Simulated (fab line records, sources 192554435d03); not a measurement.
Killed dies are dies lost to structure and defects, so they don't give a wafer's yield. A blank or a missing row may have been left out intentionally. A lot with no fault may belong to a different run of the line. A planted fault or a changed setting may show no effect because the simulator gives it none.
Which tool is to blame? + flow n5Finfet + 27 wafers from 9 lots sampled at 5 of the route's 1938 steps

== WHAT THE GAUGES SHOWED, per wafer ==
N5_FIN_SAQP_THK_MEAS_05. Usual: thkNm at 37.9 nm, with a standard deviation of 0.43.
| lot  | measured    | on           | thkNm (nm)     | flag |
|------|-------------|--------------|----------------|------|
| L550 | day 1 21:21 | filmMetro-02 | 37.7 38.3 37.6 |      |
| L553 | day 2 14:42 | filmMetro-01 | 37.6 37.6 38.1 |      |
| L555 | day 3 02:35 | filmMetro-02 | 37.9 37.9 38.8 |      |
| L556 | day 3 09:19 | filmMetro-02 | 38.0 37.3 38.3 |      |
| L564 | day 5 09:22 | filmMetro-02 | 38.4 38.6 38.3 |      |
| L567 | day 6 04:08 | filmMetro-02 | 37.2 37.3 37.4 |      |
| L568 | day 6 08:35 | filmMetro-02 | 37.4 37.8 37.5 |      |
| L569 | day 6 14:55 | filmMetro-02 | 37.8 37.3 38.1 |      |
| L572 | day 7 10:19 | filmMetro-02 | 37.7 38.0 37.9 |      |

N5_FIN_SAQP_OVL_MEAS_17. Usual: for FIN_CORE_OVL the level is 0.3 nm and the standard deviation is 0.8.
| lot  | measured    | on         | FIN_CORE_OVL (nm) | flag |
|------|-------------|------------|-------------------|------|
| L550 | day 1 21:59 | overlay-01 | 0.4 -1.8 0.7      |      |
| L553 | day 2 15:30 | overlay-01 | 1.7 -0.5 -0.5     |      |
| L555 | day 3 03:19 | overlay-02 | 1.4 0.9 0.9       |      |
| L556 | day 3 10:04 | overlay-02 | 0.4 1.5 1.4       |      |
| L564 | day 5 09:58 | overlay-01 | -0.2 -0.4 0.1     |      |
| L567 | day 6 04:52 | overlay-01 | 0.0 0.5 -0.6      |      |
| L568 | day 6 09:11 | overlay-02 | -0.5 1.4 0.2      |      |
| L569 | day 6 15:31 | overlay-02 | -0.5 -0.7 0.3     |      |
| L572 | day 7 10:55 | overlay-01 | 0.3 0.2 0.1       |      |

N5_BEOL_M4_RC_MEAS_101. Usual: DIBL_N 36.3 mV/V, standard deviation 1.4; DIBL_P 35.7 mV/V, standard deviation 1.5; IOFF_N 0.155 nA/um, standard deviation 0.022; IOFF_P 0.204 nA/um, standard deviation 0.027; ION_N 671 uA/um, standard deviation 9; ION_P 459 uA/um, standard deviation 6.2; SS_N 71.5 mV/dec, standard deviation 0.54; SS_P 73.1 mV/dec, standard deviation 0.56; VT_N 250.2 mV, standard deviation 2.6; VT_P -251 mV, standard deviation 3.3.
| lot  | measured     | on        | DIBL_N (mV/V)  | DIBL_P (mV/V)  | IOFF_N (nA/um)    | IOFF_P (nA/um)    | ION_N (uA/um) | ION_P (uA/um) | SS_N (mV/dec)  | SS_P (mV/dec)  | VT_N (mV)         | VT_P (mV)      | flag |
|------|--------------|-----------|----------------|----------------|-------------------|-------------------|---------------|---------------|----------------|----------------|-------------------|----------------|------|
| L550 | day 8 17:21  | prober-01 | 35.6 34.3 35.9 | 34.2 33.4 34.4 | 0.157 0.136 0.157 | 0.207 0.192 0.203 | 673 661 664   | 457 461 457   | 71.9 71.4 71.1 | 72.7 72.6 72.8 | 246.0 249.0 248.9 | -248 -249 -250 |      |
| L553 | day 8 21:08  | prober-02 | 35.0 36.4 38.2 | 34.9 36.8 38.8 | 0.137 0.176 0.212 | 0.171 0.195 0.222 | 663 682 686   | 453 464 456   | 70.7 71.5 71.1 | 72.3 73.4 73.6 | 250.8 245.6 243.2 | -255 -254 -252 |      |
| L555 | day 9 00:10  | prober-01 | 37.8 35.7 36.8 | 37.2 35.6 37.0 | 0.193 0.148 0.185 | 0.243 0.210 0.239 | 674 670 691   | 465 464 470   | 71.1 70.6 71.4 | 74.0 73.3 73.5 | 246.9 250.1 247.2 | -246 -248 -246 |      |
| L556 | day 9 17:58  | prober-01 | 39.1 38.6 38.9 | 38.6 37.1 37.1 | 0.197 0.182 0.195 | 0.257 0.242 0.238 | 682 665 678   | 466 454 458   | 72.3 71.6 73.4 | 73.6 74.0 73.4 | 247.3 248.6 250.4 | -245 -246 -249 |      |
| L564 | day 11 13:34 | prober-01 | 36.8 36.0 35.6 | 34.0 33.6 33.8 | 0.151 0.138 0.136 | 0.169 0.161 0.166 | 666 667 671   | 454 451 457   | 71.4 71.5 71.4 | 72.9 72.5 73.1 | 248.8 253.7 252.2 | -257 -254 -256 |      |
| L567 | day 12 15:58 | prober-01 | 38.2 39.4 39.5 | 37.2 38.3 38.6 | 0.163 0.194 0.190 | 0.226 0.262 0.259 | 675 683 674   | 460 467 469   | 71.5 71.7 72.0 | 73.5 74.3 74.2 | 251.9 246.3 247.1 | -251 -248 -249 |      |
| L568 | day 12 10:29 | prober-01 | 34.1 35.0 35.4 | 33.5 34.6 34.6 | 0.119 0.131 0.138 | 0.174 0.185 0.192 | 666 664 677   | 457 457 462   | 71.0 71.2 71.6 | 72.7 72.9 73.0 | 253.2 252.5 250.7 | -252 -251 -251 |      |
| L569 | day 12 20:58 | prober-02 | 36.2 36.3 35.9 | 36.8 36.8 36.0 | 0.153 0.158 0.143 | 0.207 0.213 0.194 | 675 671 663   | 466 460 457   | 71.5 71.3 71.1 | 72.7 73.0 72.4 | 250.7 251.5 253.7 | -250 -249 -251 |      |
| L572 | day 13 14:47 | prober-01 | 33.6 36.1 33.8 | 33.7 36.6 33.5 | 0.105 0.139 0.106 | 0.161 0.207 0.159 | 653 663 644   | 456 461 452   | 71.3 71.6 70.9 | 72.2 73.2 72.9 | 254.8 251.6 255.0 | -251 -251 -254 |      |

== WHICH TOOL RAN EACH LOT (tool, then ch and the chambers of the sampled wafers, then the start) ==
| lot  | N5_FIN_SAQP_ETCH_51              | N5_FIN_SAQP_HM_OPEN_73           |
|------|----------------------------------|----------------------------------|
| L550 | rieDiel-03 ch 0,2, day 1 22:04   | rieDiel-03 ch 0,2, day 1 22:14   |
| L553 | rieDiel-05 ch 2,3, day 2 15:36   | rieDiel-05 ch 2,3, day 2 15:46   |
| L555 | rieDiel-01 ch 0,2,3, day 3 03:24 | rieDiel-01 ch 0,2,3, day 3 03:34 |
| L556 | rieDiel-05 ch 0,2,3, day 3 10:09 | rieDiel-05 ch 0,2,3, day 3 10:19 |
| L564 | rieDiel-05 ch 0,3, day 5 10:26   | rieDiel-05 ch 0,3, day 5 10:35   |
| L567 | rieDiel-01 ch 0,1,3, day 6 05:04 | rieDiel-01 ch 0,1,3, day 6 05:13 |
| L568 | rieDiel-01 ch 1,3, day 6 09:17   | rieDiel-01 ch 1,3, day 6 09:27   |
| L569 | rieDiel-03 ch 0,1,3, day 6 15:37 | rieDiel-03 ch 0,1,3, day 6 15:46 |
| L572 | rieDiel-01 ch 2,3, day 7 11:01   | rieDiel-01 ch 2,3, day 7 11:10   |
- N5_FIN_SAQP_ETCH_51: etches SiARC in CF4, target depth 45.5 nm, time 75.8 s.
- N5_FIN_SAQP_HM_OPEN_73: chemistry CHF3/O2, target SiO2, stops on a-Si, target depth 12 nm, time 16.8 s.

== WHAT THE TOOLS THEMSELVES READ (means of the sampled wafers that have a number; where no wafer has one, the mark that the record gives instead) ==
N5_FIN_SAQP_ETCH_51. Usual: drypumpMotorCurrentA 5.8 A, standard deviation 0.49; etchRfOnTimeS 76.6 s, standard deviation 1.2; oesProductAu 0.65 a.u., standard deviation 0.055; rfVppV 184.3 V, standard deviation 1.2; showerheadPlenumPTorr 2.17 Torr, standard deviation 0.068; throttleValvePct 15.57 %, standard deviation 0.21.
| lot  | tool       | drypumpMotorCurrentA (A) | etchRfOnTimeS (s) | oesProductAu (a.u.) | rfVppV (V) | showerheadPlenumPTorr (Torr) | throttleValvePct (%) | flag |
|------|------------|--------------------------|-------------------|---------------------|------------|------------------------------|----------------------|------|
| L550 | rieDiel-03 | 6.5                      | 77.5              | 0.61                | 184.6      | 2.19                         | 15.86                |      |
| L553 | rieDiel-05 | 6.0                      | 77.4              | 0.64                | 184.2      | 2.15                         | 15.68                |      |
| L555 | rieDiel-01 | 5.3                      | 76.7              | 0.70                | 184.9      | 2.25                         | 15.30                |      |
| L556 | rieDiel-05 | 5.6                      | 77.6              | 0.63                | 183.9      | 2.17                         | 15.68                |      |
| L564 | rieDiel-05 | 5.3                      | 76.5              | 0.63                | 183.4      | 2.19                         | 15.69                |      |
| L567 | rieDiel-01 | 5.6                      | 77.4              | 0.64                | 183.8      | 2.17                         | 15.42                |      |
| L568 | rieDiel-01 | 5.4                      | 77.1              | 0.68                | 184.9      | 2.19                         | 15.35                |      |
| L569 | rieDiel-03 | 6.1                      | 74.4              | 0.73                | 183.5      | 2.15                         | 15.39                |      |
| L572 | rieDiel-01 | 5.2                      | 77.2              | 0.70                | 185.8      | 2.26                         | 15.28                |      |

N5_FIN_SAQP_HM_OPEN_73. Usual: drypumpMotorCurrentA 5.8 A, standard deviation 0.49; oesProductAu 0.46 a.u., standard deviation 0.036; rfVppV 521 V, standard deviation 4.2; showerheadPlenumPTorr 2.44 Torr, standard deviation 0.078; throttleValvePct 18.76 %, standard deviation 0.2.
| lot  | tool       | drypumpMotorCurrentA (A) | oesProductAu (a.u.) | rfVppV (V) | showerheadPlenumPTorr (Torr) | throttleValvePct (%) | flag |
|------|------------|--------------------------|---------------------|------------|------------------------------|----------------------|------|
| L550 | rieDiel-03 | 6.5                      | 0.44                | 523        | 2.47                         | 19.04                |      |
| L553 | rieDiel-05 | 6.0                      | 0.46                | 516        | 2.42                         | 18.89                |      |
| L555 | rieDiel-01 | 5.3                      | 0.49                | 527        | 2.53                         | 18.50                |      |
| L556 | rieDiel-05 | 5.6                      | 0.46                | 519        | 2.44                         | 18.88                |      |
| L564 | rieDiel-05 | 5.3                      | 0.43                | 521        | 2.46                         | 18.87                |      |
| L567 | rieDiel-01 | 5.6                      | 0.46                | 524        | 2.44                         | 18.58                |      |
| L568 | rieDiel-01 | 5.4                      | 0.49                | 523        | 2.47                         | 18.54                |      |
| L569 | rieDiel-03 | 6.1                      | 0.50                | 520        | 2.41                         | 18.60                |      |
| L572 | rieDiel-01 | 5.2                      | 0.49                | 527        | 2.54                         | 18.50                |      |

== THE ANSWER, worked out from the rows above alone ==
Rule: lot off if the mean of its wafers having a number is beyond 3 standard deviations from the usual mean. A lot without any number at a reading at which 4 lots or more have one is off too. All remaining lots with rows at the step are treated as sound. First the gauges in route order, then the tools' own readings, where a lot's mean is used as printed above. The first step at which some lot is off is used, and at that step the reading that is off furthest; a lot without a number counts as furthest.
No lot is off at any reading shown: from this, nothing can be told.

== WHAT THE SIMULATOR HAD PUT IN ==
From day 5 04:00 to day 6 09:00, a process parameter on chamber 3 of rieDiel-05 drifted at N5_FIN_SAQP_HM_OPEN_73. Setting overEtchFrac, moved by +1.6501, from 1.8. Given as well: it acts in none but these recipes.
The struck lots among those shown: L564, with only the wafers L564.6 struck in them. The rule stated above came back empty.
